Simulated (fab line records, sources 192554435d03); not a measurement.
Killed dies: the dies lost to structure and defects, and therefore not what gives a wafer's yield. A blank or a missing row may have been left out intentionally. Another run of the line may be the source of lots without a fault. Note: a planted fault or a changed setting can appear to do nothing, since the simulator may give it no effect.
The tool behind it: which one? / flow n5 finfet / 11 lots with 31 wafers sampled at 3 steps, on a route of 1938 steps

## WHAT EACH GAUGE READ, for each wafer
N5_BEOL_M1_THK_MEAS_53: measures by xrf.
lot=L131; measured=day 6 14:23; on=film metro-02; M1_THK (nm)=39.1 40.8 41.3
lot=L132; measured=day 6 18:07; on=film metro-02; M1_THK (nm)=40.9 40.4 40.6
lot=L133; measured=day 6 22:22; on=film metro-02; M1_THK (nm)=38.4 38.1
lot=L135; measured=day 7 13:02; on=film metro-01; M1_THK (nm)=41.2 40.0 40.8
lot=L137; measured=day 7 21:22; on=film metro-01; M1_THK (nm)=38.2 40.1 42.1
lot=L139; measured=day 8 07:15; on=film metro-01; M1_THK (nm)=38.4 39.4 38.7
lot=L140; measured=day 9 10:18; on=film metro-02; M1_THK (nm)=39.7 39.1 42.3
lot=L147; measured=day 10 12:52; on=film metro-02; M1_THK (nm)=36.7 40.4
lot=L148; measured=day 10 15:37; on=film metro-02; M1_THK (nm)=39.9 42.2 40.9
lot=L149; measured=day 11 01:47; on=film metro-02; M1_THK (nm)=37.5 38.9 40.0
lot=L154; measured=day 12 03:04; on=film metro-01; M1_THK (nm)=39.9 39.0 39.9

## WHICH TOOL RAN EACH LOT (tool, then ch and the chambers of the sampled wafers, then the start)
lot=L131; N5_BEOL_M1_ANNEAL_95=pvd sputter-01, day 6 13:27; N5_BEOL_M1_ANNEAL_51=rtp anneal-01 ch 0, day 6 13:47
lot=L132; N5_BEOL_M1_ANNEAL_95=pvd sputter-01, day 6 17:10; N5_BEOL_M1_ANNEAL_51=rtp anneal-01 ch 0, day 6 17:31
lot=L133; N5_BEOL_M1_ANNEAL_95=pvd sputter-01, day 6 21:26; N5_BEOL_M1_ANNEAL_51=rtp anneal-02 ch 0, day 6 21:50
lot=L135; N5_BEOL_M1_ANNEAL_95=pvd sputter-01, day 7 12:06; N5_BEOL_M1_ANNEAL_51=rtp anneal-01 ch 0, day 7 12:26
lot=L137; N5_BEOL_M1_ANNEAL_95=pvd sputter-01, day 7 20:26; N5_BEOL_M1_ANNEAL_51=rtp anneal-02 ch 0, day 7 20:47
lot=L139; N5_BEOL_M1_ANNEAL_95=pvd sputter-01, day 8 06:19; N5_BEOL_M1_ANNEAL_51=rtp anneal-02 ch 0, day 8 06:40
lot=L140; N5_BEOL_M1_ANNEAL_95=pvd sputter-03, day 9 09:15; N5_BEOL_M1_ANNEAL_51=rtp anneal-02 ch 0, day 9 09:42
lot=L147; N5_BEOL_M1_ANNEAL_95=pvd sputter-01, day 10 11:56; N5_BEOL_M1_ANNEAL_51=rtp anneal-02 ch 0, day 10 12:16
lot=L148; N5_BEOL_M1_ANNEAL_95=pvd sputter-02, day 10 14:41; N5_BEOL_M1_ANNEAL_51=rtp anneal-02 ch 0, day 10 15:01
lot=L149; N5_BEOL_M1_ANNEAL_95=pvd sputter-02, day 11 00:41; N5_BEOL_M1_ANNEAL_51=rtp anneal-02 ch 0, day 11 01:15
lot=L154; N5_BEOL_M1_ANNEAL_95=pvd sputter-03, day 12 02:08; N5_BEOL_M1_ANNEAL_51=rtp anneal-01 ch 0, day 12 02:28
- N5_BEOL_M1_ANNEAL_95: time 240 s.
- N5_BEOL_M1_ANNEAL_51: time 90 s.

## THE ANSWER, worked out from the rows above alone
Rule: what is usual is taken from the lots themselves. The widest of any qualifying gaps counts: lots, ordered by their means at a reading, are off when they make up no more than a third of the lots, leave a main group of 4 or more, and stand apart from it by 3 or more times the standard deviation of that group's means. If all means in a main group match to the digits the tables above print for the reading, that group is not used. Also off: a lot with no number at a reading for which 4 or more lots have one. All remaining lots with rows at the step are treated as sound.
No lot is off on any of the readings shown, so nothing can be concluded from this.

## WHAT THE SIMULATOR PUT IN
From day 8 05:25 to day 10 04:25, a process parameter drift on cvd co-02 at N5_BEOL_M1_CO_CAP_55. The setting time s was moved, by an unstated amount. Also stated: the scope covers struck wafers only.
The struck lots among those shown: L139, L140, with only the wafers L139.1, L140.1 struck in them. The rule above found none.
